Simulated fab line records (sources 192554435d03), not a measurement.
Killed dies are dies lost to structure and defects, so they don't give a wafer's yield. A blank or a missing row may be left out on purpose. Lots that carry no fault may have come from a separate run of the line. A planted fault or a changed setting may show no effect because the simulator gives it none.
Which of the tools did it? | flow n5_finfet | 19 lots with 57 wafers sampled at 6 steps, on a route of 1938 steps

== WHAT THE GAUGES SHOWED, per wafer ==
The record holds no reading of a measuring or inspecting step that can be judged against a usual standard deviation.

== WHICH TOOL RAN EACH LOT (tool, then ch and the chambers of the sampled wafers, then the start) ==
lot  | N5_FIN_SAQP_PECVD_47           | N5_FIN_SAQP_STRIP_70              | N5_FIN_SAQP_HM_OPEN_33            | N5_FIN_CUT_DESCUM_13              | N5_FIN_CUT_STRIP_22               | N5_STI_FIN_REVEAL_ALD_00
L074 | pecvd-04 ch 0,1,2, day 1 21:47 | rie_diel-05 ch 0,3, day 2 01:33   | rie_diel-05 ch 0,1,3, day 2 02:21 | rie_diel-01 ch 0,2,3, day 2 03:22 | rie_diel-06 ch 0,1, day 2 04:07   | ald_sin-02 ch 1,2, day 2 04:19
L075 | pecvd-01 ch 0,1, day 2 03:18   | rie_diel-05 ch 1,3, day 2 06:59   | rie_diel-04 ch 2,3, day 2 07:51   | rie_diel-01 ch 0,1,2, day 2 08:53 | rie_diel-01 ch 0,2,3, day 2 09:38 | ald_sin-02 ch 0,2,3, day 2 09:50
L076 | pecvd-03 ch 0,1,2, day 2 09:16 | rie_diel-04 ch 0,1,2, day 2 12:50 | rie_diel-05 ch 0,3, day 2 13:37   | rie_diel-06 ch 2,3, day 2 14:34   | rie_diel-03 ch 1,2,3, day 2 15:20 | ald_sin-01 ch 0,1,2, day 2 15:31
L077 | pecvd-03 ch 1,2, day 2 15:52   | rie_diel-04 ch 0,1, day 2 20:37   | rie_diel-04 ch 0,1,2, day 2 21:29 | rie_diel-06 ch 0,1, day 2 22:44   | rie_diel-01 ch 1,2,3, day 2 23:29 | ald_sin-01 ch 0,1,2, day 2 23:41
L080 | pecvd-03 ch 0,1,2, day 3 09:29 | rie_diel-05 ch 0,1, day 3 12:56   | rie_diel-02 ch 0,3, day 3 13:55   | rie_diel-03 ch 1,3, day 3 15:12   | rie_diel-03 ch 0,2,3, day 3 15:57 | ald_sin-03 ch 1,3, day 3 16:22
L081 | pecvd-04 ch 0,2, day 3 15:03   | rie_diel-02 ch 0,1,2, day 3 18:50 | rie_diel-02 ch 0,1,3, day 3 19:56 | rie_diel-06 ch 0,1,3, day 3 20:54 | rie_diel-06 ch 0,2,3, day 3 21:39 | ald_sin-03 ch 0,1,3, day 3 21:51
L082 | pecvd-03 ch 1,2, day 3 22:04   | rie_diel-04 ch 1,2,3, day 4 02:00 | rie_diel-05 ch 0,1,3, day 4 02:46 | rie_diel-03 ch 0,1,3, day 4 03:44 | rie_diel-03 ch 0,1,3, day 4 04:29 | ald_sin-02 ch 1,2,3, day 4 04:41
L083 | pecvd-01 ch 0,1,2, day 4 03:47 | rie_diel-04 ch 0,2, day 4 09:26   | rie_diel-05 ch 0,1,2, day 4 10:13 | rie_diel-01 ch 0,1,2, day 4 11:11 | rie_diel-06 ch 0,2,3, day 4 12:04 | ald_sin-02 ch 1,2,3, day 4 12:19
L084 | pecvd-04 ch 0,1,2, day 4 09:44 | rie_diel-02 ch 0,2,3, day 4 13:34 | rie_diel-04 ch 0,1,2, day 4 14:25 | rie_diel-01 ch 0,1,2, day 4 15:21 | rie_diel-06 ch 0,1, day 4 16:05   | ald_sin-01 ch 0,1,2, day 4 16:17
L085 | pecvd-04 ch 0,1,2, day 4 15:56 | rie_diel-02 ch 0,1,2, day 4 19:43 | rie_diel-02 ch 1,2,3, day 4 22:06 | rie_diel-03 ch 0,2,3, day 4 23:04 | rie_diel-06 ch 1,2,3, day 4 23:52 | ald_sin-02 ch 0,1,2, day 5 01:29
L086 | pecvd-04 ch 1,2, day 4 23:38   | rie_diel-02 ch 2,3, day 5 04:01   | rie_diel-02 ch 0,1,2, day 5 05:37 | rie_diel-03 ch 1,2, day 5 06:34   | rie_diel-03 ch 0,1,2, day 5 07:19 | ald_sin-03 ch 1,2,3, day 5 07:31
L087 | pecvd-03 ch 0,1,2, day 5 05:18 | rie_diel-04 ch 0,2,3, day 5 08:56 | rie_diel-02 ch 1,2, day 5 10:17   | rie_diel-06 ch 1,2,3, day 5 11:25 | rie_diel-06 ch 2,3, day 5 12:10   | ald_sin-02 ch 0,1,2, day 5 12:22
L088 | pecvd-03 ch 0,1, day 5 10:04   | rie_diel-04 ch 0,3, day 5 13:54   | rie_diel-05 ch 0,3, day 5 14:41   | rie_diel-03 ch 2,3, day 5 15:46   | rie_diel-01 ch 0,1, day 5 16:31   | ald_sin-02 ch 1,2,3, day 5 16:43
L090 | pecvd-03 ch 1,2, day 5 21:41   | rie_diel-05 ch 1,2,3, day 6 01:08 | rie_diel-04 ch 0,1,2, day 6 01:55 | rie_diel-03 ch 1,2, day 6 03:04   | rie_diel-03 ch 2,3, day 6 03:49   | ald_sin-01 ch 0,1,2, day 6 04:50
L092 | pecvd-04 ch 1,2, day 6 09:46   | rie_diel-02 ch 1,3, day 6 13:37   | rie_diel-04 ch 1,2,3, day 6 14:28 | rie_diel-03 ch 2,3, day 6 15:29   | rie_diel-01 ch 1,2,3, day 6 16:22 | ald_sin-02 ch 0,1,2, day 6 16:34
L093 | pecvd-01 ch 1,2, day 6 15:16   | rie_diel-04 ch 0,2,3, day 6 18:46 | rie_diel-04 ch 0,2, day 6 19:33   | rie_diel-03 ch 0,1,3, day 6 20:31 | rie_diel-03 ch 0,2,3, day 6 21:16 | ald_sin-02 ch 0,1,3, day 6 21:29
L094 | pecvd-03 ch 0,2, day 6 21:23   | rie_diel-02 ch 0,2,3, day 7 01:54 | rie_diel-05 ch 0,1,3, day 7 02:40 | rie_diel-01 ch 1,2, day 7 03:38   | rie_diel-01 ch 0,3, day 7 04:23   | ald_sin-03 ch 2,3, day 7 04:35
L096 | pecvd-03 ch 0,1, day 7 09:40   | rie_diel-02 ch 0,1,3, day 7 13:27 | rie_diel-05 ch 0,2,3, day 7 14:26 | rie_diel-06 ch 0,1,3, day 7 15:32 | rie_diel-06 ch 0,1, day 7 16:26   | ald_sin-03 ch 0,1,2, day 7 16:47
L097 | pecvd-04 ch 1,2, day 7 16:04   | rie_diel-02 ch 0,1,2, day 7 20:01 | rie_diel-04 ch 1,2,3, day 7 20:47 | rie_diel-01 ch 0,1, day 7 21:56   | rie_diel-06 ch 0,3, day 7 22:53   | ald_sin-02 ch 0,1, day 7 23:05
- N5_FIN_SAQP_PECVD_47: deposits a-Si from SiH4/He, target thk 45 nm, time 36.3 s.
- N5_FIN_SAQP_STRIP_70: strips in N2/H2.
- N5_FIN_SAQP_HM_OPEN_33: chemistry CH3F/O2, target SiNx, target depth 49.4 nm, time 70.6 s.
- N5_FIN_CUT_DESCUM_13: chemistry O2, time 7 s.
- N5_FIN_CUT_STRIP_22: strips in N2/H2.
- N5_STI_FIN_REVEAL_ALD_00: deposits SiO2, target thk 1 nm, pulse time 1 s.

== AS READ BY THE TOOLS THEMSELVES (means over the sampled wafers that have a number; for cases with no such wafer, the mark the record gives instead) ==
N5_FIN_SAQP_PECVD_47. Usual: heater_power_w 797 W, standard deviation 63; rf_fwd_power_W 98.9 W, standard deviation 0.39; showerhead_plenum_p_Torr 5.65 Torr, standard deviation 0.046; showerhead_vpp_V 618 V, standard deviation 22; throttle_valve_pct 18.3 %, standard deviation 0.65.
lot  | tool     | heater_power_w (W) | rf_fwd_power_W (W) | showerhead_plenum_p_Torr (Torr) | showerhead_vpp_V (V) | throttle_valve_pct (%) | flag
L074 | pecvd-04 | 756                | 99.1               | 5.65                            | 603                  | 17.9                   |
L075 | pecvd-01 | 756                | 99.1               | 5.68                            | 620                  | 18.7                   |
L076 | pecvd-03 | 818                | 98.8               | 5.62                            | 644                  | 18.5                   |
L077 | pecvd-03 | 787                | 98.8               | 5.60                            | 636                  | 18.8                   |
L080 | pecvd-03 | 856                | 98.9               | 5.63                            | 643                  | 18.6                   |
L081 | pecvd-04 | 803                | 98.9               | 5.62                            | 609                  | 18.0                   |
L082 | pecvd-03 | 794                | 98.8               | 5.62                            | 638                  | 18.8                   |
L083 | pecvd-01 | 831                | 98.9               | 5.67                            | 606                  | 18.0                   |
L084 | pecvd-04 | 707                | 99.1               | 5.64                            | 611                  | 18.0                   |
L085 | pecvd-04 | 734                | 99.2               | 5.65                            | 600                  | 18.0                   |
L086 | pecvd-04 | 716                | 98.8               | 5.68                            | 599                  | 17.7                   |
L087 | pecvd-03 | 841                | 98.7               | 5.63                            | 641                  | 18.8                   |
L088 | pecvd-03 | 829                | 98.6               | 5.64                            | 638                  | 18.4                   |
L090 | pecvd-03 | 787                | 98.7               | 5.62                            | 643                  | 18.7                   |
L092 | pecvd-04 | 744                | 98.9               | 5.66                            | 604                  | 17.8                   |
L093 | pecvd-01 | 796                | 99.0               | 5.69                            | 595                  | 17.1                   |
L094 | pecvd-03 | 768                | 98.9               | 5.65                            | 641                  | 18.6                   |
L096 | pecvd-03 | 846                | 98.4               | 5.63                            | 641                  | 18.6                   |
L097 | pecvd-04 | 759                | 98.9               | 5.68                            | 597                  | 17.9                   |

N5_FIN_SAQP_STRIP_70. Usual: drypump_motor_current_A 5.7 A, standard deviation 0.39; oes_product_au 0.76 a.u., standard deviation 0.073; rf_fwd_power_W 494.8 W, standard deviation 2.1; rf_vpp_V 122.0 V, standard deviation 1.1; showerhead_plenum_p_Torr 3.36 Torr, standard deviation 0.13; throttle_valve_pct 19.07 %, standard deviation 0.28.
lot  | tool        | drypump_motor_current_A (A) | oes_product_au (a.u.) | rf_fwd_power_W (W) | rf_vpp_V (V) | showerhead_plenum_p_Torr (Torr) | throttle_valve_pct (%) | flag
L074 | rie_diel-05 | 6.5                         | 0.74                  | 494.4              | 122.3        | 3.49                            | 19.07                  |
L075 | rie_diel-05 | 5.8                         | 0.71                  | 496.4              | 121.2        | 3.31                            | 19.28                  |
L076 | rie_diel-04 | 5.6                         | 0.71                  | 494.5              | 121.7        | 3.29                            | 19.03                  |
L077 | rie_diel-04 | 5.9                         | 0.71                  | 494.5              | 122.3        | 3.24                            | 19.19                  |
L080 | rie_diel-05 | 5.7                         | 0.69                  | 495.2              | 121.5        | 3.29                            | 19.52                  |
L081 | rie_diel-02 | 5.7                         | 0.78                  | 495.9              | 122.3        | 3.43                            | 18.90                  |
L082 | rie_diel-04 | 5.3                         | 0.82                  | 494.2              | 122.1        | 3.36                            | 19.05                  |
L083 | rie_diel-04 | 5.5                         | 0.72                  | 494.8              | 122.0        | 3.29                            | 18.80                  |
L084 | rie_diel-02 | 5.6                         | 0.79                  | 495.1              | 122.1        | 3.34                            | 18.96                  |
L085 | rie_diel-02 | 5.7                         | 0.78                  | 495.5              | 122.3        | 3.42                            | 18.91                  |
L086 | rie_diel-02 | 5.7                         | 0.83                  | 494.3              | 122.5        | 3.45                            | 19.17                  |
L087 | rie_diel-04 | 5.5                         | 0.71                  | 495.0              | 120.9        | 3.33                            | 19.12                  |
L088 | rie_diel-04 | 5.8                         | 0.70                  | 495.6              | 121.4        | 3.28                            | 19.29                  |
L090 | rie_diel-05 | 5.9                         | 0.70                  | 494.8              | 122.2        | 3.38                            | 19.17                  |
L092 | rie_diel-02 | 5.7                         | 0.77                  | 493.8              | 121.7        | 3.32                            | 19.00                  |
L093 | rie_diel-04 | 5.5                         | 0.70                  | 495.1              | 122.0        | 3.32                            | 19.14                  |
L094 | rie_diel-02 | 5.6                         | 0.77                  | 496.1              | 121.9        | 3.33                            | 18.99                  |
L096 | rie_diel-02 | 5.7                         | 0.75                  | 496.3              | 121.7        | 3.31                            | 18.88                  |
L097 | rie_diel-02 | 5.7                         | 0.76                  | 495.3              | 122.5        | 3.41                            | 18.95                  |

N5_FIN_SAQP_HM_OPEN_33. Usual: bias_w 73.02 W, standard deviation 0.22; drypump_motor_current_A 5.7 A, standard deviation 0.44; etch_rf_on_time_s 69.7 s, standard deviation 1; oes_product_au 0.64 a.u., standard deviation 0.06; rf_fwd_power_W 390.8 W, standard deviation 1.5; rf_vpp_V 298 V, standard deviation 3.3; showerhead_plenum_p_Torr 2.01 Torr, standard deviation 0.076; throttle_valve_pct 16.44 %, standard deviation 0.14.
lot  | tool        | bias_w (W) | drypump_motor_current_A (A) | etch_rf_on_time_s (s) | oes_product_au (a.u.) | rf_fwd_power_W (W) | rf_vpp_V (V) | showerhead_plenum_p_Torr (Torr) | throttle_valve_pct (%) | flag
L074 | rie_diel-05 | 72.97      | 6.1                         | 70.5                  | 0.62                  | 391.2              | 299          | 2.02                            | 16.46                  |
L075 | rie_diel-04 | 72.90      | 5.1                         | 71.3                  | 0.63                  | 392.0              | 297          | 2.05                            | 16.41                  |
L076 | rie_diel-05 | 73.12      | 6.5                         | 69.7                  | 0.63                  | 391.3              | 300          | 2.08                            | 16.45                  |
L077 | rie_diel-04 | 72.86      | 5.6                         | 69.7                  | 0.62                  | 390.7              | 296          | 1.95                            | 16.56                  |
L080 | rie_diel-02 | 73.14      | 5.6                         | 69.1                  | 0.65                  | 391.7              | 297          | 1.92                            | 16.31                  |
L081 | rie_diel-02 | 72.96      | 5.6                         | 70.8                  | 0.66                  | 391.1              | 298          | 1.98                            | 16.33                  |
L082 | rie_diel-05 | 73.18      | 6.1                         | 70.4                  | 0.61                  | 390.3              | 298          | 2.01                            | 16.49                  |
L083 | rie_diel-05 | 73.14      | 5.8                         | 69.7                  | 0.60                  | 389.6              | 297          | 2.01                            | 16.59                  |
L084 | rie_diel-04 | 73.05      | 5.6                         | 70.5                  | 0.69                  | 390.4              | 296          | 1.95                            | 16.42                  |
L085 | rie_diel-02 | 72.95      | 5.7                         | 68.9                  | 0.68                  | 389.4              | 297          | 2.04                            | 16.35                  |
L086 | rie_diel-02 | 72.93      | 5.7                         | 69.0                  | 0.66                  | 390.5              | 299          | 2.04                            | 16.31                  |
L087 | rie_diel-02 | 73.05      | 5.8                         | 69.6                  | 0.66                  | 390.4              | 299          | 2.10                            | 16.31                  |
L088 | rie_diel-05 | 73.16      | 6.5                         | 69.1                  | 0.61                  | 390.9              | 300          | 2.07                            | 16.51                  |
L090 | rie_diel-04 | 72.89      | 5.6                         | 69.2                  | 0.67                  | 389.7              | 297          | 1.95                            | 16.47                  |
L092 | rie_diel-04 | 73.15      | 5.3                         | 68.9                  | 0.67                  | 391.6              | 297          | 2.00                            | 16.44                  |
L093 | rie_diel-04 | 73.20      | 5.8                         | 69.3                  | 0.60                  | 390.8              | 295          | 1.92                            | 16.52                  |
L094 | rie_diel-05 | 72.99      | 6.1                         | 70.1                  | 0.67                  | 390.9              | 297          | 2.00                            | 16.37                  |
L096 | rie_diel-05 | 73.09      | 6.2                         | 69.8                  | 0.67                  | 389.5              | 298          | 2.06                            | 16.48                  |
L097 | rie_diel-04 | 72.97      | 5.3                         | 69.6                  | 0.66                  | 389.8              | 297          | 1.99                            | 16.46                  |

N5_FIN_CUT_DESCUM_13. Usual: drypump_motor_current_A 5.8 A, standard deviation 0.36; oes_product_au 0.81 a.u., standard deviation 0.091; rf_fwd_power_W 49.31 W, standard deviation 0.22; rf_vpp_V 243.1 V, standard deviation 1.2; showerhead_plenum_p_Torr 2.09 Torr, standard deviation 0.065; throttle_valve_pct 20.43 %, standard deviation 0.2.
lot  | tool        | drypump_motor_current_A (A) | oes_product_au (a.u.) | rf_fwd_power_W (W) | rf_vpp_V (V) | showerhead_plenum_p_Torr (Torr) | throttle_valve_pct (%) | flag
L074 | rie_diel-01 | 5.7                         | 0.77                  | 49.43              | 243.5        | 2.12                            | 20.61                  |
L075 | rie_diel-01 | 5.6                         | 0.79                  | 49.41              | 242.4        | 2.07                            | 20.63                  |
L076 | rie_diel-06 | 5.6                         | 0.80                  | 49.02              | 242.7        | 2.08                            | 20.26                  |
L077 | rie_diel-06 | 6.4                         | 0.72                  | 49.17              | 244.3        | 2.11                            | 20.63                  |
L080 | rie_diel-03 | 5.9                         | 0.81                  | 49.25              | 243.0        | 2.08                            | 20.15                  |
L081 | rie_diel-06 | 6.2                         | 0.73                  | 49.31              | 242.8        | 2.08                            | 20.46                  |
L082 | rie_diel-03 | 5.8                         | 0.84                  | 49.08              | 243.4        | 2.09                            | 20.29                  |
L083 | rie_diel-01 | 5.6                         | 0.76                  | 49.47              | 241.4        | 2.06                            | 20.67                  |
L084 | rie_diel-01 | 5.5                         | 0.76                  | 49.53              | 243.2        | 2.06                            | 20.65                  |
L085 | rie_diel-03 | 6.0                         | 0.89                  | 49.41              | 242.1        | 2.08                            | 20.35                  |
L086 | rie_diel-03 | 5.6                         | 0.83                  | 49.56              | 243.9        | 2.14                            | 20.28                  |
L087 | rie_diel-06 | 5.9                         | 0.74                  | 49.02              | 242.3        | 2.05                            | 20.44                  |
L088 | rie_diel-03 | 6.1                         | 0.84                  | 49.41              | 242.6        | 2.06                            | 20.21                  |
L090 | rie_diel-03 | 5.4                         | 0.75                  | 49.23              | 243.6        | 2.15                            | 20.24                  |
L092 | rie_diel-03 | 6.0                         | 0.84                  | 49.26              | 243.3        | 2.06                            | 20.23                  |
L093 | rie_diel-03 | 5.8                         | 0.80                  | 49.22              | 243.3        | 2.08                            | 20.32                  |
L094 | rie_diel-01 | 5.6                         | 0.76                  | 49.63              | 242.5        | 2.03                            | 20.66                  |
L096 | rie_diel-06 | 6.2                         | 0.81                  | 49.31              | 243.5        | 2.08                            | 20.37                  |
L097 | rie_diel-01 | 5.5                         | 0.87                  | 49.43              | 242.1        | 2.03                            | 20.47                  |

N5_FIN_CUT_STRIP_22. Usual: drypump_motor_current_A 5.9 A, standard deviation 0.39; oes_product_au 0.80 a.u., standard deviation 0.093; rf_vpp_V 54.1 V, standard deviation 2.3; showerhead_plenum_p_Torr 3.36 Torr, standard deviation 0.1; throttle_valve_pct 18.9 %, standard deviation 0.31.
lot  | tool        | drypump_motor_current_A (A) | oes_product_au (a.u.) | rf_vpp_V (V) | showerhead_plenum_p_Torr (Torr) | throttle_valve_pct (%) | flag
L074 | rie_diel-06 | 6.4                         | 0.78                  | 56.9         | 3.45                            | 19.1                   |
L075 | rie_diel-01 | 5.7                         | 0.76                  | 56.6         | 3.40                            | 19.1                   |
L076 | rie_diel-03 | 5.8                         | 0.85                  | 53.6         | 3.40                            | 18.7                   |
L077 | rie_diel-01 | 5.8                         | 0.77                  | 53.3         | 3.36                            | 19.2                   |
L080 | rie_diel-03 | 6.0                         | 0.91                  | 53.8         | 3.34                            | 18.7                   |
L081 | rie_diel-06 | 6.0                         | 0.79                  | 53.8         | 3.37                            | 18.7                   |
L082 | rie_diel-03 | 5.8                         | 0.83                  | 54.0         | 3.35                            | 18.6                   |
L083 | rie_diel-06 | 5.9                         | 0.77                  | 54.9         | 3.37                            | 18.8                   |
L084 | rie_diel-06 | 6.4                         | 0.76                  | 54.8         | 3.44                            | 19.2                   |
L085 | rie_diel-06 | 5.9                         | 0.73                  | 52.4         | 3.31                            | 18.8                   |
L086 | rie_diel-03 | 5.7                         | 0.84                  | 54.6         | 3.40                            | 18.9                   |
L087 | rie_diel-06 | 5.7                         | 0.73                  | 54.2         | 3.27                            | 18.7                   |
L088 | rie_diel-01 | 5.5                         | 0.70                  | 53.7         | 3.27                            | 19.3                   |
L090 | rie_diel-03 | 6.0                         | 0.85                  | 51.1         | 3.37                            | 18.8                   |
L092 | rie_diel-01 | 5.8                         | 0.83                  | 53.4         | 3.35                            | 19.1                   |
L093 | rie_diel-03 | 6.0                         | 0.87                  | 54.2         | 3.32                            | 18.8                   |
L094 | rie_diel-01 | 5.6                         | 0.98                  | 56.0         | 3.35                            | 18.8                   |
L096 | rie_diel-06 | 6.4                         | 0.93                  | 54.3         | 3.37                            | 18.9                   |
L097 | rie_diel-06 | 6.3                         | 0.75                  | 55.8         | 3.40                            | 19.0                   |

N5_STI_FIN_REVEAL_ALD_00. Usual: heater_power_w 464 W, standard deviation 48; precursor_pulse_height_rel 1.001, standard deviation 0.019.
lot  | tool       | heater_power_w (W) | precursor_pulse_height_rel | flag
L074 | ald_sin-02 | 449                | 1.006                      |
L075 | ald_sin-02 | 444                | 0.999                      |
L076 | ald_sin-01 | 470                | 0.990                      |
L077 | ald_sin-01 | 464                | 1.010                      |
L080 | ald_sin-03 | 460                | 1.029                      |
L081 | ald_sin-03 | 456                | 0.997                      |
L082 | ald_sin-02 | 453                | 1.013                      |
L083 | ald_sin-02 | 451                | 1.001                      |
L084 | ald_sin-01 | 467                | 1.009                      |
L085 | ald_sin-02 | 447                | 1.006                      |
L086 | ald_sin-03 | 494                | 1.009                      |
L087 | ald_sin-02 | 455                | 1.015                      |
L088 | ald_sin-02 | 454                | 0.982                      |
L090 | ald_sin-01 | 471                | 0.996                      |
L092 | ald_sin-02 | 444                | 1.017                      |
L093 | ald_sin-02 | 451                | 0.990                      |
L094 | ald_sin-03 | 557                | 1.002                      |
L096 | ald_sin-03 | 484                | 1.001                      |
L097 | ald_sin-02 | 446                | 0.998                      |

== THE ANSWER, worked out from the rows above alone ==
Rule: lot off if the mean of its wafers having a number is beyond 3 standard deviations from the usual mean. A lot without any number at a reading at which 4 lots or more have one is off too. Where the step has rows for the other lots, those lots are counted as sound. The gauges are gone through in route order, then the tools' own readings, and for those a lot's mean is taken as printed above. The first step at which some lot is off is used, and at that step the reading that is off furthest; a lot without a number counts as furthest.
No lot is off at any reading shown: from this, nothing can be told.

== WHAT HAD BEEN PUT IN BY THE SIMULATOR ==
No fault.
